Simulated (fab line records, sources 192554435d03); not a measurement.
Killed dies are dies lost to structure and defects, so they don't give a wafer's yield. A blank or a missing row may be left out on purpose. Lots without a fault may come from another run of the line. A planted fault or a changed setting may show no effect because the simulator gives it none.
A struck lot beside a sound one | flow n5_finfet | 15 steps out of a route of 1938
Sound: wafers L715.2, L715.4, L715.5. Struck: wafer L728.5. (L728.3, L728.4 of the same lot were not struck and are left out.) The cause comes at the end.
At each step with rows: each side's tool, then ch and its chambers, then its first start. Under that, the readings that differ: sound wafers | struck wafers | difference of the means | sigmas: that difference in standard deviations of wafers without a fault.
alike: readings whose means differ by less than 2 such deviations, and words and numbers that are the same on both sides. not compared: withheld readings, readings that some wafer has no value for, bounds like >300 that may hide the same value, and numbers for which the record gives no deviation and whose values overlap.
The two part at a step that has a row with sigmas, a row that says differs or no value, or rows on one side only. Numbers that don't overlap but have no deviation are shown without sigmas and don't part them. A reading that every wafer of one side lacks parts them only if that side has two wafers or more.

first, 4 steps without rows for these wafers: N5_PMOS_HMC_CHANNEL_EPI_SOFTBAKE_04 (time 60 s); N5_PMOS_HMC_CHANNEL_EPI_EXPOSE_06 (exposes mask PMOS HMC BLK, target cd 240 nm); N5_PMOS_HMC_CHANNEL_EPI_PEB_07 (peb time 60 s); N5_PMOS_HMC_CHANNEL_EPI_DEVELOP_08 (develop time 30 s).
N5_PMOS_HMC_CHANNEL_EPI_CD_MEAS_09: target cd 237.4 nm.
  sound on cd_sem-03 ch 0, day 1 23:47; struck on cd_sem-01 ch 0, day 5 05:07
  alike: cd_nm
N5_PMOS_HMC_CHANNEL_EPI_OVL_MEAS_10:
  sound on overlay-02 ch 0, day 1 23:49; struck on overlay-02 ch 0, day 5 05:09
  reading               | sound       | struck | difference | sigmas
  PMOS_HMC_BLK_OVL (nm) | 1.2 0.6 0.5 | -1.1   | -1.9       | -3
N5_PMOS_HMC_CHANNEL_EPI_INSPECT_11: inspects for defects (macro).
  sound on defect_inspect-01, day 1 23:50; struck on defect_inspect-02, day 5 05:10
  alike: raw_defect_count
N5_PMOS_HMC_CHANNEL_EPI_DESCUM_14: chemistry O2, time 7.9 s.
  sound on rie_diel-06 ch 0,2,3, day 1 23:52; struck on rie_diel-02 ch 0, day 5 05:12
  alike: bias_power_w, drypump_motor_current_A, oes_product_au, rf_fwd_power_W, rf_vpp_V, showerhead_plenum_p_Torr, throttle_valve_pct
  not compared: rf_hours_counter_h
N5_PMOS_HMC_CHANNEL_EPI_ETCH_32: etches BARC in N2/H2, stops on SiO2, target depth 85.8 nm, time 50.3 s.
  sound on rie_diel-06 ch 0,2,3, day 1 23:55; struck on rie_diel-02 ch 0, day 5 05:14
  alike: bias_w, drypump_motor_current_A, oes_product_au, rf_fwd_power_W, rf_vpp_V, showerhead_plenum_p_Torr, throttle_valve_pct
  not compared: rf_hours_counter_h
N5_PMOS_HMC_CHANNEL_EPI_HM_OPEN_15: chemistry CHF3/O2, target SiO2, target depth 40.6 nm, time 20.3 s.
  sound on rie_diel-06 ch 0,2,3, day 1 23:57; struck on rie_diel-02 ch 0, day 5 05:17
  alike: drypump_motor_current_A, oes_o_777_au, oes_product_au, rf_fwd_power_W, rf_vpp_V, showerhead_plenum_p_Torr, throttle_valve_pct
  not compared: rf_hours_counter_h
N5_PMOS_HMC_CHANNEL_EPI_STRIP_33: strips in N2/H2.
  sound on rie_diel-06 ch 0,2,3, day 2 00:01; struck on rie_diel-02 ch 0, day 5 05:20
  alike: bias_power_w, drypump_motor_current_A, oes_product_au, rf_vpp_V, showerhead_plenum_p_Torr, throttle_valve_pct
  not compared: rf_hours_counter_h
then, 1 step without rows for these wafers: N5_PMOS_HMC_CHANNEL_EPI_STRIP_17 (strips in SPM, time 750 s).
N5_PMOS_HMC_CHANNEL_EPI_ETCH_38: etches SiO2 in CF4, target depth 1.5 nm.
  sound on rie_si-05 ch 1,3, day 2 00:21; struck on rie_si-05 ch 3, day 5 05:38
  reading    | sound             | struck | difference | sigmas
  bias_w (W) | 397.1 402.0 398.1 | 430.7  | +31.6      | +24
  alike: drypump_motor_current_A, oes_product_au, rf_fwd_power_W, throttle_valve_pct
  not compared: rf_hours_counter_h
N5_PMOS_HMC_CHANNEL_EPI_FIN_RECESS_16: chemistry HBr/Cl2, target Si, target depth 54 nm, time 18 s.
  sound on rie_si-05 ch 1,3, day 2 00:22; struck on rie_si-05 ch 3, day 5 05:40
  alike: drypump_motor_current_A, mfc_cl2_sccm, oes_product_au, rf_fwd_power_W, throttle_valve_pct
  not compared: rf_hours_counter_h
-- the record jumps here: 10 days lie between the struck wafers' starts before and after (it left off in module PMOS_HMC_CHANNEL_EPI and takes up again in module PASSIVATION, whose first step shown is number 1936 of the route) --
N5_PASSIVATION_PROBE_49:
  sound on prober-02, day 12 13:46; struck on prober-01, day 15 06:56
  reading            | sound   | struck | difference | sigmas
  killed_at_contacts | 14 7 11 | 25     | +14        | +2
  alike: killed_at_M0_to_M3, killed_at_M4_up, killed_at_front_end, killed_at_other, killed_dies, killed_open, killed_short

WHERE THEY PART
First at N5_PMOS_HMC_CHANNEL_EPI_OVL_MEAS_10; last, within this record, at N5_PASSIVATION_PROBE_49.

WHY: what the simulator had put in
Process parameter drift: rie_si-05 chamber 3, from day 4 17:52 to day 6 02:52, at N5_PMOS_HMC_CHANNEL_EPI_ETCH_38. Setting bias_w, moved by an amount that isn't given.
